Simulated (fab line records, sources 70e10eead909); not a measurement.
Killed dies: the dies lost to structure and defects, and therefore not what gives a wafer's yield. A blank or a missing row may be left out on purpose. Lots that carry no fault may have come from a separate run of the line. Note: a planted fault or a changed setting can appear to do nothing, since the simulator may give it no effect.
fab line records -- flow nand_harc
record lots=6, wafers=18, last_day=22
route steps=1159 shown A_CHANNEL_HOLE_D1@481 A_CHANNEL_FILL_D1@490 A_STAIRCASE@519 END@1159
lots that met no fault: from a run of the same line without faults
start_h: start of the lot's first displayed wafer, in hours after the record's first day -- wait_h: time in hours since the lot's previous step -- " same as the row above -- L1.1+2: a single row standing in for several wafers -- - no value, or no start given -- * or withheld: withheld -- < > ~ a bound
route shown NAME@n: a module of which the file shows steps, and the number in the route of the first -- usual: mean/standard deviation taken from wafers without a fault -- same: alike in all rows -- chamber/n: place in a boat -- sites: per-site readings -- _std_site: how widely they spread, as a standard deviation -- _edge_site: the outer-site mean with the inner-site mean subtracted -- radius_mm: for every site, how far away it sits from the centre of the wafer -- mask NAME#n: copy n -- behind: tool/chamber where the wafer was last shaped -- hold: why the lot went on hold/how many hours it stayed there/how the hold came to an end -- device: names the non-switching transistor (n, p or np) -- end of line: the tests these same wafers got at the end of their route -- a step with no rows: only its recipe -- killed: dies lost to structure and defects at the first sort, not the wafer's yield -- map: the dies of a wafer, with x for killed, . for not killed, _ for no die there
set.NAME: the setting that was run; set.NAME@STEP: the one run at that earlier step -- model.NAME: the simulator's own value behind a step, which no gauge read
lots seen at some steps along the route; tables by step, rows by wafer
services: a tool's chamber out of use, with start hour (start_h, from the record's first day; less than 0 if before it), hours out, and reason
## steps
# step NHARC_A_CHANNEL_HOLE_D1_STRIP_42
# recipe cf4_flow_sccm=100, chf3_flow_sccm=30, ar_flow_sccm=0, bias_w=0, chemistry=CF4/CHF3
# step NHARC_A_CHANNEL_HOLE_D1_STRIP_43
# recipe o2_flow_sccm=400, cos_flow_sccm=20, ar_flow_sccm=0, bias_w=0, chemistry=O2/COS
# step NHARC_A_CHANNEL_HOLE_D1_ETCH_44
# recipe target_depth_a=1400, overetch_a=140, time_s=77, ion_energy_ev=100, cf4_flow_sccm=80, o2_flow_sccm=20, ar_flow_sccm=0, rf_w=300, bias_w=100, chemistry=CF4/O2
# step NHARC_A_CHANNEL_HOLE_D1_STRIP_27
# recipe o2_flow_sccm=500, ar_flow_sccm=0, bias_w=0, chemistry=O2
# step NHARC_A_CHANNEL_HOLE_D1_PRECLEAN_28
# recipe time_s=*, temp_c=50, bath_age_min=0, chemistry=SC1
# step NHARC_A_CHANNEL_HOLE_D1_SRD_29
# step NHARC_A_CHANNEL_HOLE_D1_CD_MEAS_30
# usual cd_nm=89.7/1.6
lot.wafer,tool,chamber,start_h,wait_h,cd_nm
L468.1,cd_sem-02,-,201.20,-,88.9
L468.4,cd_sem-02,-,201.20,-,91.6
L468.5,cd_sem-02,-,201.20,-,90.4
L466.1,cd_sem-01,-,205.38,-,85.9
L466.4,cd_sem-01,-,205.38,-,90.4
L466.6,cd_sem-01,-,205.38,-,88.3
L472.1,cd_sem-01,-,238.85,-,89.0
L472.3,cd_sem-01,-,238.85,-,89.0
L472.4,cd_sem-01,-,238.85,-,88.6
L476.1,cd_sem-01,-,261.90,0.1,90.0
L476.5,cd_sem-01,-,261.90,0.1,89.7
L476.6,cd_sem-01,-,261.90,0.1,87.2
L475.1,cd_sem-01,-,264.43,-,88.8
L475.2,cd_sem-01,-,264.43,-,88.4
L475.6,cd_sem-01,-,264.43,-,89.5
L477.2,cd_sem-02,-,265.59,-,90.5
L477.3,cd_sem-02,-,265.59,-,88.7
L477.6,cd_sem-02,-,265.59,-,90.0
# step NHARC_A_CHANNEL_HOLE_D1_XSEM_31
# recipe landing_energy_ev=35000
# step NHARC_A_CHANNEL_HOLE_D1_INSPECT_40
# usual raw_defect_count=57/18
lot.wafer,tool,chamber,start_h,wait_h,raw_defect_count
L468.1,defect_inspect-01,-,201.39,-,28
L468.4,defect_inspect-01,-,201.39,-,47
L468.5,defect_inspect-01,-,201.39,-,27
L466.1,defect_inspect-02,-,205.56,-,42
L466.4,defect_inspect-02,-,205.56,-,43
L466.6,defect_inspect-02,-,205.56,-,57
L472.1,defect_inspect-02,-,239.04,-,72
L472.3,defect_inspect-02,-,239.04,-,79
L472.4,defect_inspect-02,-,239.04,-,109
L476.1,defect_inspect-01,-,262.09,-,77
L476.5,defect_inspect-01,-,262.09,-,55
L476.6,defect_inspect-01,-,262.09,-,55
L475.1,defect_inspect-01,-,264.62,-,38
L475.2,defect_inspect-01,-,264.62,-,50
L475.6,defect_inspect-01,-,264.62,-,42
L477.2,defect_inspect-01,-,265.78,-,71
L477.3,defect_inspect-01,-,265.78,-,49
L477.6,defect_inspect-01,-,265.78,-,82
# step NHARC_A_CHANNEL_FILL_D1_PRECLEAN_00
# recipe time_s=*, temp_c=50, bath_age_min=0, chemistry=SC1
# step NHARC_A_CHANNEL_FILL_D1_SRD_01
# step NHARC_A_CHANNEL_FILL_D1_ALD_02
# recipe target_thk_a=60, pulse_time_s=10, ald_cycles=60, temp_c=300, material=SiO2
# usual heater_power_w=477/47, precursor_pulse_height_rel=0.999/0.021
lot.wafer,tool,chamber,start_h,wait_h,heater_power_w,precursor_pulse_height_rel
L468.4,ald_hk-01,0,201.65,-,398,0.980
L468.1,ald_hk-01,2,201.65,-,479,0.993
L468.5,ald_hk-01,3,201.65,-,484,1.008
L466.1,ald_hk-03,1,206.56,-,430,0.985
L466.4,ald_hk-03,0,206.56,-,423,1.016
L466.6,ald_hk-03,1,206.56,-,422,0.995
L472.3,ald_hk-04,0,239.24,-,436,0.933
L472.1,ald_hk-04,2,239.24,-,498,1.002
L472.4,ald_hk-04,3,239.24,-,470,0.974
L476.1,ald_hk-03,3,262.37,-,537,1.024
L476.5,ald_hk-03,2,262.37,-,540,1.000
L476.6,ald_hk-03,3,262.37,-,539,0.973
L475.2,ald_hk-03,0,264.88,-,433,1.005
L475.1,ald_hk-03,2,264.88,-,543,0.978
L475.6,ald_hk-03,3,264.88,-,538,1.008
L477.2,ald_hk-04,0,266.12,-,446,0.980
L477.3,ald_hk-04,1,266.12,-,542,1.014
L477.6,ald_hk-04,2,266.12,-,506,0.998
# step NHARC_A_CHANNEL_FILL_D1_ALD_03
# recipe target_thk_a=60, pulse_time_s=60, ald_cycles=58, temp_c=630, pressure_torr=2, material=SiNx
# usual chamber_pressure_Torr=2.000/0.0037, precursor_pulse_height_rel=1.000/0.022
lot.wafer,tool,chamber,start_h,wait_h,chamber_pressure_Torr,precursor_pulse_height_rel
L468.1,ald_sin_batch-02,0,205.01,-,2.000,0.973
L468.4,ald_sin_batch-02,0,205.01,-,1.995,1.026
L468.5,ald_sin_batch-02,0,205.01,-,1.999,1.012
L466.1,ald_sin_batch-01,0,210.01,-,2.000,1.037
L466.4,ald_sin_batch-01,0,210.01,-,1.996,0.991
L466.6,ald_sin_batch-01,0,210.01,-,1.999,0.992
L472.1,ald_sin_batch-01,0,242.12,-,1.998,0.996
L472.3,ald_sin_batch-01,0,242.12,-,2.004,0.986
L472.4,ald_sin_batch-01,0,242.12,-,2.000,1.009
L476.1,ald_sin_batch-03,0,264.33,-,1.994,1.001
L476.5,ald_sin_batch-03,0,264.33,-,1.998,0.991
L476.6,ald_sin_batch-03,0,264.33,-,2.001,1.019
L475.1,ald_sin_batch-01,0,268.23,-,1.997,1.027
L475.2,ald_sin_batch-01,0,268.23,-,1.999,1.000
L475.6,ald_sin_batch-01,0,268.23,-,1.996,1.025
L477.2,ald_sin_batch-01,0,268.23,-,2.002,1.008
L477.3,ald_sin_batch-01,0,268.23,-,2.005,0.966
L477.6,ald_sin_batch-01,0,268.23,-,2.002,1.005
# step NHARC_A_CHANNEL_FILL_D1_ALD_14
# recipe target_thk_a=25, pulse_time_s=10, ald_cycles=25, temp_c=300, material=SiO2
# step NHARC_A_CHANNEL_FILL_D1_ALD_15
# recipe target_thk_a=20, pulse_time_s=60, ald_cycles=19, temp_c=630, pressure_torr=2, material=SiNx
# usual chamber_pressure_Torr=2.000/0.0037, precursor_pulse_height_rel=0.999/0.02
lot.wafer,tool,chamber,start_h,wait_h,chamber_pressure_Torr,precursor_pulse_height_rel
L468.1,ald_sin_batch-02,0,-,-,1.997,0.963
L468.4,ald_sin_batch-02,0,-,-,1.997,1.009
L468.5,ald_sin_batch-02,0,-,-,1.995,0.980
L466.1,ald_sin_batch-03,0,-,-,2.000,0.999
L466.4,ald_sin_batch-03,0,-,-,2.002,1.023
L466.6,ald_sin_batch-03,0,-,-,2.001,1.009
L472.1,ald_sin_batch-02,0,-,-,2.000,0.991
L472.3,ald_sin_batch-02,0,-,-,1.997,1.000
L472.4,ald_sin_batch-02,0,-,-,2.001,1.019
L476.1,ald_sin_batch-02,0,-,-,1.997,0.997
L476.5,ald_sin_batch-02,0,-,-,2.008,0.973
L476.6,ald_sin_batch-02,0,-,-,1.990,1.015
L475.1,ald_sin_batch-03,0,-,-,2.004,0.968
L475.2,ald_sin_batch-03,0,-,-,2.001,0.988
L475.6,ald_sin_batch-03,0,-,-,2.003,0.989
L477.2,ald_sin_batch-03,0,-,-,2.003,0.984
L477.3,ald_sin_batch-03,0,-,-,2.001,0.998
L477.6,ald_sin_batch-03,0,-,-,2.003,1.018
# step NHARC_A_CHANNEL_FILL_D1_ALD_16
# recipe target_thk_a=15, pulse_time_s=10, ald_cycles=15, temp_c=300, material=SiO2
# step NHARC_A_CHANNEL_FILL_D1_ANNEAL_17
# recipe temp_c=850, time_s=1800
# step NHARC_A_CHANNEL_FILL_D1_CVD_18
# recipe target_thk_a=30, temp_c=550, material=poly-Si
# step NHARC_A_CHANNEL_FILL_D1_ETCHBACK_19
# recipe target_depth_a=50, time_s=1.7, hbr_flow_sccm=150, cl2_flow_sccm=50, rf_w=400, icp_w=400, bias_w=100, chemistry=HBr/Cl2
# usual drypump_motor_current_A=6.0/0.3, oes_product_au=1.000/0.01, throttle_valve_pct=26.406/0.009
# same time_s=1.7
lot.wafer,tool,chamber,start_h,wait_h,drypump_motor_current_A,oes_product_au,rf_hours_counter_h,throttle_valve_pct
L466.4,rie_si-05,0,228.04,0.4,6.5,1.010,1.6,26.404
L466.1,rie_si-05,1,228.04,0.4,5.4,1.018,1.4,26.409
L466.6,rie_si-05,3,228.04,0.4,6.1,1.001,-,26.405
L468.4,rie_si-04,1,228.06,0.4,6.0,0.992,1.1,26.405
L468.1,rie_si-04,3,228.06,0.4,5.5,0.999,1.1,26.422
L468.5,rie_si-04,0,228.06,0.4,6.2,1.000,-,26.405
L472.3,rie_si-04,3,262.50,0.4,5.6,1.007,1.5,26.403
L472.4,rie_si-04,1,262.50,0.4,6.0,0.996,1.6,26.398
L472.1,rie_si-04,2,262.50,0.4,5.9,0.989,1.7,26.407
L476.1,rie_si-04,2,286.72,0.4,5.9,1.011,0,26.403
L476.6,rie_si-04,3,286.72,0.4,5.5,0.993,-,26.407
L476.5,rie_si-04,0,286.72,0.4,6.3,1.000,-,26.407
L475.2,rie_si-05,2,289.67,0.4,6.3,0.987,0.5,26.396
L475.1,rie_si-05,3,289.67,0.4,6.1,0.991,0.4,26.418
L475.6,rie_si-05,3,289.67,0.4,6.1,0.989,-,26.397
L477.3,rie_si-04,3,289.67,0.4,5.5,0.994,0.0,26.397
L477.2,rie_si-04,0,289.67,0.4,6.2,1.000,0.0,26.418
L477.6,rie_si-04,3,289.67,0.4,5.5,0.999,-,26.406
# step NHARC_A_CHANNEL_FILL_D1_ETCHBACK_20
# recipe target_depth_a=270, time_s=13.5, c4f8_flow_sccm=withheld, o2_flow_sccm=8, ar_flow_sccm=withheld, rf_w=600, bias_w=1500, chemistry=C4F8/O2/Ar
# usual oes_product_au=0.96/0.036, rf_vpp_V=978/5.4
# same time_s=13.5
lot.wafer,tool,chamber,start_h,wait_h,oes_product_au,rf_hours_counter_h,rf_vpp_V
L466.1,rie_diel-10,0,228.16,-,1.00,1,973
L466.4,rie_diel-10,1,228.16,-,1.01,1,978
L466.6,rie_diel-10,1,228.16,-,0.99,-,980
L468.4,rie_diel-11,1,228.18,-,1.01,5,975
L468.1,rie_diel-11,2,228.18,-,1.00,5,976
L468.5,rie_diel-11,1,228.18,-,1.00,-,975
L472.1,rie_diel-10,1,262.63,-,0.99,2,977
L472.4,rie_diel-10,2,262.63,-,0.98,2,980
L472.3,rie_diel-10,3,262.63,-,0.97,2,983
L476.1,rie_diel-10,2,286.81,-,0.97,3,982
L476.5,rie_diel-10,2,286.81,-,0.97,-,984
L476.6,rie_diel-10,3,286.81,-,0.96,-,984
L477.3,rie_diel-09,1,289.81,-,0.95,1,981
L477.2,rie_diel-09,2,289.81,-,0.95,1,989
L477.6,rie_diel-09,1,289.81,-,0.95,-,980
L475.2,rie_diel-10,1,289.81,-,0.94,3,978
L475.1,rie_diel-10,2,289.81,-,0.91,3,982
L475.6,rie_diel-10,3,289.81,-,0.90,-,985
# step NHARC_A_CHANNEL_FILL_D1_STRIP_28
# recipe time_s=20, o2_flow_sccm=500, ar_flow_sccm=0, bias_w=0, chemistry=O2
# usual drypump_motor_current_A=5.6/0.57, o2_flow_sccm=500.0/1.5, oes_product_au=0.998/0.012, rf_vpp_V=57.7/0.84, showerhead_plenum_p_Torr=3.54/0.14, throttle_valve_pct=17.035/0.0092
# same time_s=20
lot.wafer,tool,chamber,start_h,wait_h,drypump_motor_current_A,o2_flow_sccm,oes_product_au,rf_hours_counter_h,rf_vpp_V,showerhead_plenum_p_Torr,throttle_valve_pct
L466.1,rie_diel-10,2,228.25,0.1,4.8,498.6,0.982,1,55.8,3.61,17.027
L466.4,rie_diel-10,1,228.25,0.1,5.3,501.2,1.006,1,57.8,3.52,17.043
L466.6,rie_diel-10,3,228.25,0.1,5.2,502.7,0.994,-,58.3,3.69,17.028
L468.4,rie_diel-11,1,228.27,0.1,5.8,500.7,0.998,5,57.7,3.45,17.021
L468.1,rie_diel-11,2,228.27,0.1,5.2,500.7,1.000,5,58.1,3.49,17.043
L468.5,rie_diel-11,2,228.27,0.1,5.2,501.0,0.996,-,58.4,3.48,17.040
L472.3,rie_diel-10,2,262.72,0.1,4.7,496.4,0.992,2,58.1,3.61,17.030
L472.1,rie_diel-10,3,262.72,0.1,5.2,499.5,0.997,2,57.8,3.69,17.017
L472.4,rie_diel-10,0,262.72,0.1,6.6,497.4,1.017,2,57.5,3.38,17.048
L476.1,rie_diel-10,0,286.91,0.1,6.6,497.6,1.004,2,57.4,3.38,17.038
L476.5,rie_diel-10,1,286.91,0.1,5.3,501.3,1.004,-,57.2,3.52,17.026
L476.6,rie_diel-10,2,286.91,0.1,4.8,498.8,0.982,-,58.1,3.61,17.034
L477.2,rie_diel-09,2,289.89,0.1,5.4,498.6,1.003,1,57.4,3.78,17.043
L477.3,rie_diel-09,0,289.89,0.1,6.5,499.1,0.986,1,57.6,3.51,17.031
L477.6,rie_diel-09,3,289.89,0.1,5.3,500.5,1.005,-,56.1,3.45,17.014
L475.2,rie_diel-10,1,289.89,0.1,5.3,501.1,1.007,3,58.0,3.52,17.041
L475.1,rie_diel-10,2,289.89,0.1,4.8,497.3,0.996,3,58.0,3.61,17.028
L475.6,rie_diel-10,0,289.89,0.1,6.5,500.5,1.003,-,56.7,3.38,17.032
# step NHARC_A_CHANNEL_FILL_D1_PRECLEAN_21
# recipe time_s=30, chemistry=dHF
# step NHARC_A_CHANNEL_FILL_D1_SRD_23
# step NHARC_A_CHANNEL_FILL_D1_CVD_05
# recipe target_thk_a=50, temp_c=550, material=poly-Si
# step NHARC_A_CHANNEL_FILL_D1_ANNEAL_22
# recipe temp_c=620, time_s=7200
# step NHARC_A_CHANNEL_FILL_D1_THK_MEAS_06
# recipe thk_meas_gauge=ellipsometry
# usual thk_nm=4.9/1.1
lot.wafer,tool,chamber,start_h,wait_h,thk_nm
L466.1,film_metro-02,-,239.66,0.4,5.1
L466.4,film_metro-02,-,239.66,0.4,3.6
L466.6,film_metro-02,-,239.66,0.4,4.9
L468.1,film_metro-01,-,239.67,0.4,5.2
L468.4,film_metro-01,-,239.67,0.4,4.4
L468.5,film_metro-01,-,239.67,0.4,6.4
L472.1,film_metro-01,-,274.32,0.4,4.0
L472.3,film_metro-01,-,274.32,0.4,4.5
L472.4,film_metro-01,-,274.32,0.4,4.4
L476.1,film_metro-02,-,298.59,0.4,5.7
L476.5,film_metro-02,-,298.59,0.4,6.2
L476.6,film_metro-02,-,298.59,0.4,4.5
L475.1,film_metro-02,-,302.26,0.4,4.0
L475.2,film_metro-02,-,302.26,0.4,3.3
L475.6,film_metro-02,-,302.26,0.4,5.8
L477.2,film_metro-02,-,302.27,0.4,4.6
L477.3,film_metro-02,-,302.27,0.4,4.6
L477.6,film_metro-02,-,302.27,0.4,3.2
# step NHARC_A_CHANNEL_FILL_D1_ALD_25
# recipe target_thk_a=600, pulse_time_s=10, ald_cycles=600, temp_c=300, material=SiOx
# step NHARC_A_CHANNEL_FILL_D1_ETCHBACK_08
# recipe target_depth_a=2200, time_s=110, c4f8_flow_sccm=20, ar_flow_sccm=withheld, rf_w=600, bias_w=300, chemistry=C4F8
# step NHARC_A_CHANNEL_FILL_D1_STRIP_29
# recipe time_s=20, o2_flow_sccm=500, ar_flow_sccm=0, bias_w=0, chemistry=O2
# step NHARC_A_CHANNEL_FILL_D1_PRECLEAN_30
# recipe time_s=30, chemistry=dHF
# step NHARC_A_CHANNEL_FILL_D1_SRD_31
# step NHARC_A_CHANNEL_FILL_D1_CVD_09
# recipe target_thk_a=1500, temp_c=620, pressure_mtorr=200, time_s=3000, material=poly-Si
# step NHARC_A_CHANNEL_FILL_D1_CMP_10
# recipe target_thk_nm=150
# step NHARC_A_CHANNEL_FILL_D1_SRD_12
# step NHARC_A_CHANNEL_FILL_D1_RTA_24
# recipe temp_c=1000, time_s=5
# step NHARC_A_STAIRCASE_DEP_156
# recipe target_thk_a=500, temp_c=400, target_thk_nm=50, flow_sccm=200, rf_w=450, material=SiNx
# step NHARC_A_STAIRCASE_DEHYDRATE_158
# recipe temp_c=150, time_s=120
# step NHARC_A_STAIRCASE_HMDS_159
# recipe time_s=30
# step NHARC_A_STAIRCASE_COAT_160
# recipe spin_rpm=1200
# step NHARC_END_SORT_01
# recipe temp_c=25
# usual killed_at_array=24/8.4, killed_at_other=0.7/1.1, killed_at_periphery=2.9/1.7, killed_dies=27/8.6, killed_open=3.3/1.8, killed_short=1.8/1.4
# same gross_dies=677
lot.wafer,tool,chamber,start_h,wait_h,killed_at_array,killed_at_other,killed_at_periphery,killed_dies,killed_open,killed_short
L468.1,prober-02,0,450.33,2.5,10,0,0,10,3,1
L477.2,prober-01,0,516.40,2.7,76,2,4,82,3,6
L477.3,prober-01,0,517.20,3.1,61,3,6,70,3,2
L477.6,prober-01,0,519.62,4.0,68,2,3,73,1,0
L475.1,prober-01,0,523.41,2.5,60,2,6,68,4,2
L475.2,prober-01,0,524.22,2.8,59,2,3,64,1,3
L475.6,prober-01,0,527.47,4.1,60,1,4,65,2,1
# killed by level:class
L468.1 A_STAIRCASE:chamber_film_flake=4 A_CHANNEL_FILL_D1:geometric_particle:short=1 A_SGD_CUT:geometric_particle:open=1 A_WL_FILL:geometric_particle:open=1 A_CONTACT:geometric_particle:open=1 A_SLIT:chamber_film_flake=1 A_CONTACT:chamber_film_flake=1
L477.2 A_CHANNEL_FILL_D1:unspecified=46 A_CHANNEL_HOLE_D1:chamber_film_flake=13 A_CONTACT:chamber_film_flake=7 A_ONON_D1:geometric_particle:short=3 P_GATE:chamber_film_flake=3 THIN_TSV:chamber_film_flake=2 A_STAIRCASE:chamber_film_flake=2 P_M2:geometric_particle:open=1
L477.3 A_CHANNEL_FILL_D1:unspecified=49 A_CHANNEL_HOLE_D1:chamber_film_flake=8 P_GATE:chamber_film_flake=3 THIN_TSV:chamber_film_flake=2 P_M0:geometric_particle:open=1 A_CONTACT:geometric_particle:open=1 A_M0:geometric_particle:open=1 A_M0:geometric_particle:short=1
L477.6 A_CHANNEL_FILL_D1:unspecified=47 A_CHANNEL_HOLE_D1:chamber_film_flake=13 A_CONTACT:chamber_film_flake=5 P_M1:chamber_film_flake=2 A_STAIRCASE:chamber_film_flake=2 THIN_TSV:chamber_film_flake=2 A_ONON_D1:geometric_particle:open=1 P_GATE:chamber_film_flake=1
L475.1 A_CHANNEL_FILL_D1:unspecified=48 A_CONTACT:chamber_film_flake=5 P_GATE:chamber_film_flake=4 THIN_TSV:chamber_film_flake=2 P_GATE:geometric_particle:open=1 P_M1:geometric_particle:open=1 A_SGD_CUT:geometric_particle:short=1 A_SGD_CUT:geometric_particle:open=1
L475.2 A_CHANNEL_FILL_D1:unspecified=51 A_CONTACT:chamber_film_flake=5 P_STI:geometric_particle:short=2 THIN_TSV:chamber_film_flake=2 P_CONTACT:geometric_particle:open=1 A_M1:geometric_particle:short=1 A_CHANNEL_HOLE_D1:chamber_film_flake=1 A_STAIRCASE:chamber_film_flake=1
L475.6 A_CHANNEL_FILL_D1:unspecified=48 A_CHANNEL_HOLE_D1:chamber_film_flake=5 P_GATE:chamber_film_flake=3 A_CONTACT:chamber_film_flake=3 A_STAIRCASE:chamber_film_flake=2 P_CONTACT:geometric_particle:open=1 A_CHANNEL_FILL_D1:geometric_particle:short=1 A_CHANNEL_FILL_D1:geometric_particle:open=1
# map L475.1 (x killed, . not)
____________.____________
_________....xxx_________
_______......x.xxx_______
______.......xxxxxx______
_____.........xxxxxx_____
____......x...xxxxxxx____
____..........xxxxxxx____
___...........xxxxxx..___
___.......x...xx.xxx..___
__.....x.....x.x.xx.x..__
__.......x.............__
_......................._
_......................._
_......................._
_.....................xx_
_...................x..._
......................x..
.....x...................
.........................
....x....................
.........................
_......................._
_..x.x.................._
_..x...x...........x...._
_....x.................._
_......................._
__.....................__
__.......x.............__
___...................___
___..............x....___
____..........x......____
____.................____
_____..............._____
______.............______
_______..........._______
_________......._________
____________.____________
# map L477.2 (x killed, . not)
____________.____________
_________.....xx_________
_______.......xxxx_______
______.......x.xxxx______
_____........xxxxxxx_____
____..........xxxxxxx____
____....x......xxxxxx____
___........x...xxxxxxx___
___...........xxxxxxx.___
__.............xxx.xxx.__
__..............xxx.x..__
_..........xx..x..xx..x._
_.......x.........x....._
_....................xx._
_......................._
_...x..............x..x._
xx.......................
x........................
.........................
x........................
..x......................
_.x...x................._
_......................._
_...x......x............_
_......................._
_......................x_
__.....................__
__...................x.__
___...................___
___...............x...___
____.................____
____.................____
_____..............._____
______.............______
_______..........._______
_________......._________
____________.____________
## services
tool,chamber,start_h,hours,kind
rie_diel-10,0,185.50,-,clean
rie_diel-10,1,185.50,-,clean
rie_diel-10,2,185.50,-,clean
rie_diel-10,3,185.50,-,clean
rie_diel-11,-,185.61,0.6,repair
ald_hk-04,-,186.14,10.0,pm
rie_diel-11,-,189.50,9.0,pm
rie_si-04,-,190.32,1.2,repair
rie_diel-10,0,210.00,-,clean
rie_diel-10,1,210.00,-,clean
rie_diel-10,2,210.00,-,clean
rie_diel-10,3,210.00,-,clean
ald_hk-01,-,228.00,10.0,pm
rie_diel-10,0,234.50,-,clean
rie_diel-10,1,234.50,-,clean
rie_diel-10,2,234.50,-,clean
rie_diel-10,3,234.50,-,clean
rie_si-05,-,239.00,9.0,pm
rie_diel-09,-,254.14,9.0,pm
rie_diel-10,-,255.64,0.8,repair
rie_diel-10,0,259.00,-,clean
ald_hk-04,-,263.86,1.6,repair
rie_si-04,-,276.00,9.0,pm
rie_si-05,0,278.59,6.7,repair
## key
first_sign step=NHARC_END_SORT_01, reading=killed_dies, direction=up, sigmas=5, usual=27, struck=70
effect step=NHARC_END_SORT_01, reading=killed_at_array, direction=up, sigmas=4.8, usual=24, struck=64
more_kills_born_at NHARC_A_CHANNEL_FILL_D1_ALD_03@ald_sin_batch-01=289
met_at NHARC_A_CHANNEL_FILL_D1_ALD_03
struck_wafers L475.1,L475.2,L475.6,L477.2,L477.3,L477.6
tester_left_out L475,L477
onset_between 242.12 268.23
also_fits time
fault kind=chamber_particle_source, tool=ald_sin_batch-01, chamber=-, onset_h=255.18, steps=NHARC_A_CHANNEL_FILL_D1_ALD_03, rate_per_visit_cm2=0.40973, end_h=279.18
# tester_left_out: of these lots the tester's yield and bins aren't shown, on N5 and GAA mostly nor the transistor test; their killed dies are dies lost to structure and defects alone, not to doping, threshold or leakage, so they don't give the yield
